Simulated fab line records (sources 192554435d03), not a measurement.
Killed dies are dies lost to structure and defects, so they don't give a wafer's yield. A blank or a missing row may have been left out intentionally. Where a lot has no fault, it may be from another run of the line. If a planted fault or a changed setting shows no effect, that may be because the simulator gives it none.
fab line records	flow n5_finfet
record: lots: 6	wafers: 18	last_day: 17
route steps=1938 shown BEOL_M4@1111 BEOL_M5@1112
lots that met no fault: from a run of the same line without faults
start_h: hours from the record's opening day to when the first of the lot's shown wafers began	wait_h: time in hours since the lot's previous step	" unchanged from the row above	L1.1+2: one row covering several wafers at once	- value missing, or start not given	* or withheld: withheld	< > ~ a bound
route shown NAME@n: names a module that has steps shown in the file, with the first one's number in the route	usual: the fault-free wafers' mean and standard deviation	same: alike in all rows	chamber/n: place in a boat	sites: readings site by site	_std_site: standard deviation of those values	_edge_site: the outer-site mean with the inner-site mean subtracted	radius_mm: for every site, how far away it sits from the centre of the wafer	mask NAME#n: copy n	behind: the last tool/chamber to shape the wafer	hold: the reason the lot was held/the length of the hold in hours/how it ended	device: names the non-switching transistor (n, p or np)	end of line: at the end of the route, the tests of the same wafers	a step with no rows: only its recipe	killed: at the first sort, the dies lost to defects and structure; wafer yield is something else	map: shows each die of a wafer: x if killed, . if not, _ if none is there
set.NAME: the setting that was run; set.NAME@STEP: the one run at that earlier step	model.NAME: the simulator's own value behind a step, which no gauge read
lots at some steps of the route; a table a step, a row a wafer
services: when a tool's chamber went out of use (start_h, in hours from the record's first day, below 0 if earlier), for how many hours, and the reason
== steps ==
step: N5_BEOL_M4_RC_MEAS_101
usual: DIBL_N: 35.3/2.5	DIBL_P: 35/3.3	IOFF_N: 0.15/0.049	IOFF_P: 0.20/0.056	ION_N: 673/16	ION_P: 462/10	SS_N: 71.2/0.85	SS_P: 73.0/0.97	VT_N: 252/4.9	VT_P: -251/5
lot.wafer	tool	chamber	start_h	wait_h	DIBL_N[mV/V]	DIBL_P[mV/V]	IOFF_N[nA/um]	IOFF_P[nA/um]	ION_N[uA/um]	ION_P[uA/um]	SS_N[mV/dec]	SS_P[mV/dec]	VT_N[mV]	VT_P[mV]
L826.1	prober-02	0	180.48	0.0	34.5	34	0.13	0.19	666	461	71.4	72.6	251	-249
L826.3	"	0	"	"	36.7	37	0.18	0.25	682	466	72.3	73.7	248	-243
L826.6	"	0	"	"	35.7	35	0.16	0.20	676	458	71.8	72.7	249	-250
L831.4	prober-02	0	199.38	0.5	37.2	38	0.17	0.21	678	462	71.8	74.5	248	-251
L831.5	"	0	"	"	31.6	31	0.09	0.12	647	442	69.5	71.5	258	-258
L831.6	"	0	"	"	35.6	36	0.13	0.18	661	454	71.3	73.2	252	-252
L834.2	prober-02	0	224.65	0.2	36.2	34	0.15	0.17	669	452	71.9	72.9	252	-255
L834.3	"	0	"	"	41.0	42	0.26	0.29	698	470	72.6	74.8	242	-246
L834.4	"	0	"	"	36.0	36	0.16	0.21	685	467	71.4	73.9	249	-250
L835.1	prober-01	0	237.08	0.0	33.0	32	0.10	0.15	654	456	70.4	72.4	258	-254
L835.5	"	0	"	"	34.3	34	0.14	0.20	669	463	71.0	72.7	252	-251
L835.6	"	0	"	"	34.1	34	0.12	0.18	671	466	70.9	72.4	253	-252
L846.3	prober-02	0	292.50	0.3	35.4	35	0.12	0.16	663	454	70.5	72.1	254	-254
L846.4	"	0	"	"	35.3	34	0.13	0.16	670	451	71.0	72.5	253	-254
L846.6	"	0	"	"	31.1	30	0.08	0.11	645	447	69.2	71.3	260	-257
L844.2	prober-01	0	292.51	0.2	32.2	31	0.09	0.13	644	448	70.0	70.9	258	-256
L844.3	"	0	"	"	36.0	36	0.14	0.20	664	459	70.9	73.6	253	-252
L844.5	"	0	"	"	35.9	37	0.14	0.19	663	458	70.8	72.9	252	-252
step: N5_BEOL_M5_ILD_DEP_00
recipe: material: SiCOH_lowk	target_thk_a: 1406.4	temp_c: 300	precursor: DEMS/porogen	pressure_torr: 5	rf_w: 500	time_s: 25.9
usual: heater_power_w: 301/57	rf_fwd_power_W: 493.7/2.2	showerhead_plenum_p_Torr: 5.734/0.013	throttle_valve_pct: 13.4/0.69
lot.wafer	tool	chamber	start_h	wait_h	heater_power_w	rf_fwd_power_W	showerhead_plenum_p_Torr	throttle_valve_pct
L826.1	pecvd-01	0	181.45	0.8	228	489.7	5.741	12.9
L826.3	"	2	"	"	230	493.2	5.752	13.6
L826.6	"	1	"	"	405	493.8	5.727	14.3
L831.4	pecvd-04	0	199.90	0.4	303	495.4	5.743	13.5
L831.5	"	0	"	"	237	496.1	5.738	13.7
L831.6	"	2	"	"	330	494.1	5.717	13.4
L834.2	pecvd-04	0	225.47	0.7	289	494.5	5.735	13.7
L834.3	"	2	"	"	342	493.0	5.731	13.6
L834.4	"	2	"	"	347	492.1	5.722	13.4
L835.1	pecvd-04	1	238.04	0.8	255	496.1	5.721	13.7
L835.5	"	1	"	"	259	496.3	5.718	13.8
L835.6	"	0	"	"	297	493.5	5.742	13.8
L846.3	pecvd-01	1	293.16	0.5	424	493.2	5.715	14.5
L846.4	"	1	"	"	413	493.7	5.739	14.4
L846.6	"	0	"	"	257	491.4	5.750	13.3
L844.2	pecvd-02	0	293.33	0.7	273	494.4	5.748	12.8
L844.3	"	2	"	"	334	495.5	5.719	11.6
L844.5	"	1	"	"	313	496.5	5.739	13.1
step: N5_BEOL_M5_CURE_79
recipe: temp_c: 385	time_s: 240	ambient: He/Ar	material: SiCOH_lowk
usual: lamp_power_pct: 52.31/0.058	wafer_temp_C_max: 386.5/0.56
lot.wafer	tool	chamber	start_h	wait_h	lamp_power_pct	wafer_temp_C_max
L826.1	uv_cure-02	2	181.59	0.1	52.37	386.2
L826.3	"	2	"	"	52.36	386.1
L826.6	"	2	"	"	52.32	385.7
L831.4	uv_cure-02	2	200.20	0.3	52.23	386.9
L831.5	"	2	"	"	52.33	386.0
L831.6	"	2	"	"	52.24	386.4
L834.2	uv_cure-03	1	225.61	0.1	52.40	385.8
L834.3	"	1	"	"	52.35	386.3
L834.4	"	1	"	"	52.36	386.1
L835.1	uv_cure-02	2	238.10	0.0	52.37	386.1
L835.5	"	2	"	"	52.30	385.8
L835.6	"	2	"	"	52.34	386.4
L846.3	uv_cure-01	2	293.38	0.2	52.32	387.6
L846.4	"	2	"	"	52.24	387.9
L846.6	"	2	"	"	52.30	386.9
L844.2	uv_cure-03	1	293.60	0.3	52.36	386.0
L844.3	"	1	"	"	52.37	386.0
L844.5	"	1	"	"	52.30	385.7
step: N5_BEOL_M5_THK_MEAS_01
recipe: reads: SiCOH_lowk_of_BEOL_M5_ILD_DEP_00
usual: M5_ILD_THK: 120.5/1.9
lot.wafer	tool	chamber	start_h	wait_h	M5_ILD_THK[nm]
L826.1	film_metro-02	-	182.10	0.4	118.1
L826.3	"	-	"	"	120.0
L826.6	"	-	"	"	122.0
L831.4	film_metro-01	-	200.48	0.2	119.7
L831.5	"	-	"	"	120.4
L831.6	"	-	"	"	120.7
L834.2	film_metro-02	-	226.04	0.4	119.8
L834.3	"	-	"	"	120.0
L834.4	"	-	"	"	119.3
L835.1	film_metro-02	-	238.90	0.7	119.0
L835.5	"	-	"	"	122.7
L835.6	"	-	"	"	119.7
L846.3	film_metro-02	-	293.74	0.3	120.6
L846.4	"	-	"	"	121.9
L846.6	"	-	"	"	118.9
L844.2	film_metro-01	-	294.05	0.4	122.3
L844.3	"	-	"	"	121.0
L844.5	"	-	"	"	121.7
step: N5_BEOL_M5_PECVD_70
recipe: material: SiO2	target_thk_a: 160	temp_c: 400	precursor: TEOS/O2	pressure_torr: 5.5	rf_w: 450	teos_flow_sccm: 53.8	gas: O2	flow_sccm: 3000	time_s: 18
usual: heater_power_w: 691/120	rf_fwd_power_W: 443.3/2.2	showerhead_plenum_p_Torr: 8.77/0.047	throttle_valve_pct: 21.8/1
lot.wafer	tool	chamber	start_h	wait_h	heater_power_w	rf_fwd_power_W	showerhead_plenum_p_Torr	throttle_valve_pct
L826.1	pecvd-01	0	182.14	0.0	576	441.5	8.83	21.1
L826.3	"	1	"	"	878	442.3	8.78	23.5
L826.6	"	2	"	"	648	443.7	8.78	22.0
L831.4	pecvd-02	0	200.53	0.1	630	443.7	8.70	20.8
L831.5	"	1	"	"	645	446.3	8.74	21.4
L831.6	"	2	"	"	805	444.5	8.76	21.8
L834.2	pecvd-02	1	226.08	0.0	665	445.6	8.75	21.6
L834.3	"	0	"	"	689	443.9	8.71	20.7
L834.4	"	1	"	"	658	445.2	8.72	21.1
L835.1	pecvd-02	2	238.94	0.0	849	445.3	8.72	19.3
L835.5	"	0	"	"	584	443.7	8.70	20.8
L835.6	"	1	"	"	718	446.7	8.75	21.4
L846.3	pecvd-02	2	293.77	0.0	838	446.0	8.71	19.3
L846.4	"	1	"	"	725	443.6	8.76	21.4
L846.6	"	0	"	"	642	443.2	8.73	20.8
L844.2	pecvd-04	1	294.09	0.0	703	447.2	8.71	22.5
L844.3	"	0	"	"	639	443.6	8.77	22.1
L844.5	"	0	"	"	644	443.1	8.80	21.9
step: N5_BEOL_M5_HM_DEP_02
recipe: material: TiN	target_thk_a: 200	temp_c: 25	chamber_pressure_pa: 0.49996
usual: chamber_pressure_pa: 0.5000/0.0011	throttle_valve_pct: 29.6/1
lot.wafer	tool	chamber	start_h	wait_h	chamber_pressure_pa	throttle_valve_pct
L826.1	pvd_sputter-02	-	182.22	0.1	0.5006	30.5
L826.3	"	-	"	"	0.4991	28.6
L826.6	"	-	"	"	0.5011	28.8
L831.4	pvd_sputter-01	-	201.15	0.6	0.5012	29.3
L831.5	"	-	"	"	0.5008	27.5
L831.6	"	-	"	"	0.5027	29.1
L834.2	pvd_sputter-02	-	226.15	0.1	0.5016	29.7
L834.3	"	-	"	"	0.5029	28.5
L834.4	"	-	"	"	0.4993	30.2
L835.1	pvd_sputter-02	-	240.84	1.9	0.5001	30.3
L835.5	"	-	"	"	0.5004	28.9
L835.6	"	-	"	"	0.5010	29.0
L846.3	pvd_sputter-03	-	296.08	2.3	0.5013	30.1
L846.4	"	-	"	"	0.4995	30.8
L846.6	"	-	"	"	0.5004	30.0
L844.2	pvd_sputter-03	-	296.18	2.1	0.5000	29.7
L844.3	"	-	"	"	0.5031	28.8
L844.5	"	-	"	"	0.5000	30.8
step: N5_BEOL_M5_COAT_59
recipe: resist: SOC	temp_c: 250	time_s: 60	spin_rpm: 1500	resist_thk_nm: 60
step: N5_BEOL_M5_COAT_60
recipe: resist: SiARC	temp_c: 220	time_s: 60	spin_rpm: 1500	resist_thk_nm: 12
step: N5_BEOL_M5_COAT_71
recipe: resist: underlayer	temp_c: 205	time_s: 60	spin_rpm: 1500	resist_thk_nm: 5
step: N5_BEOL_M5_COAT_05
recipe: resist: CAR-EUV	spin_rpm: 1500	resist_thk_nm: 30
step: N5_BEOL_M5_EBR_07
recipe: solvent: PGMEA	ebr_width_mm: 1.5
step: N5_BEOL_M5_SOFTBAKE_06
recipe: temp_c: 110	time_s: 60	resist: CAR-EUV
step: N5_BEOL_M5_EXPOSE_08
recipe: mask_id: M5	na: 0.33	source_shape: annular	sigma_inner: 0.4	sigma_outer: 0.8	polarization: unpolarized	target_cd_nm: 28	dose_mj: 35.75
usual: exposure_dose_mJ_cm2: 35.66/0.037	focus_offset_nm: 0.0/0.48
lot.wafer	tool	chamber	start_h	wait_h	mask	exposure_dose_mJ_cm2	focus_offset_nm
L826.1	euv_scanner-02	0	182.61	-	M5#0	35.68	0.1
L826.3	"	0	"	"	M5#0	35.72	-0.7
L826.6	"	0	"	"	M5#0	35.70	-0.9
L831.4	euv_scanner-02	0	201.43	-	M5#0	35.69	-0.2
L831.5	"	0	"	"	M5#0	35.69	0.1
L831.6	"	0	"	"	M5#0	35.66	-0.3
L834.2	euv_scanner-02	-	226.42	-	M5#0	-	-
L834.3	"	-	"	"	M5#0	-	-
L834.4	"	-	"	"	M5#0	-	-
L835.1	euv_scanner-01	-	241.22	-	M5#0	-	-
L835.5	"	-	"	"	M5#0	-	-
L835.6	"	-	"	"	M5#0	-	-
L846.3	euv_scanner-02	0	296.36	-	M5#0	35.61	-0.6
L846.4	"	0	"	"	M5#0	35.70	-0.2
L846.6	"	0	"	"	M5#0	35.72	0.4
L844.2	euv_scanner-02	0	296.45	-	M5#0	35.68	-0.2
L844.3	"	0	"	"	M5#0	35.64	0.2
L844.5	"	0	"	"	M5#0	35.68	-0.3
step: N5_BEOL_M5_PEB_09
recipe: peb_temp_c: 100	peb_time_s: 60	resist: CAR-EUV
== services ==
tool	chamber	start_h	hours	kind
pecvd-02	-	158.06	4.1	repair
uv_cure-01	-	186.64	3.0	repair
uv_cure-02	-	198.49	0.7	repair
pecvd-04	1	199.84	2.1	scheduled_down
pecvd-02	2	202.38	-	clean
pecvd-02	2	202.38	-	consumable_replace:showerhead
pecvd-02	2	202.38	29.0	scheduled_down
pecvd-02	2	202.38	29.0	vent_cycle
euv_scanner-02	0	203.20	-	calibration
euv_scanner-01	-	208.98	1.0	pm
uv_cure-01	-	211.36	3.4	pm
euv_scanner-02	-	211.96	1.0	pm
euv_scanner-01	-	212.97	4.6	pm
pecvd-01	-	216.10	0.8	repair
pvd_sputter-03	-	216.20	4.0	repair
euv_scanner-02	-	227.91	5.8	pm
uv_cure-03	-	245.83	0.7	repair
uv_cure-02	-	251.43	5.2	repair
euv_scanner-01	-	265.13	1.0	pm
uv_cure-03	-	266.58	0.9	repair
euv_scanner-02	-	268.14	1.0	pm
pecvd-04	-	270.79	3.2	repair
pecvd-01	2	272.76	7.5	repair
euv_scanner-02	-	273.51	4.6	pm
== key ==
first_sign: step: N5_BEOL_M5_EXPOSE_08	reading: tool_record	direction: missing
effect none on later readings
met_at N5_BEOL_M5_EXPOSE_08
struck_wafers L834.2,L834.3,L834.4,L835.1,L835.5,L835.6
later_rows_left_out L834.2,L834.3,L834.4,L835.1,L835.5,L835.6
sort_left_out L834.2,L834.3,L834.4,L835.1,L835.5,L835.6
onset_between 201.43 226.42
fault: kind: skipped_step_whole	tool: euv_scanner-01,euv_scanner-02	chamber: -	onset_h: 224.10	steps: N5_BEOL_M5_EXPOSE_08	scope: struck_lots_only
sort_left_out: the simulated sort isn't trusted on such a fault, so these wafers' sort isn't shown, and their yield isn't known
later_rows_left_out: the simulator's readings of these wafers behind a module that went badly wrong aren't trusted and aren't shown, but for the sort
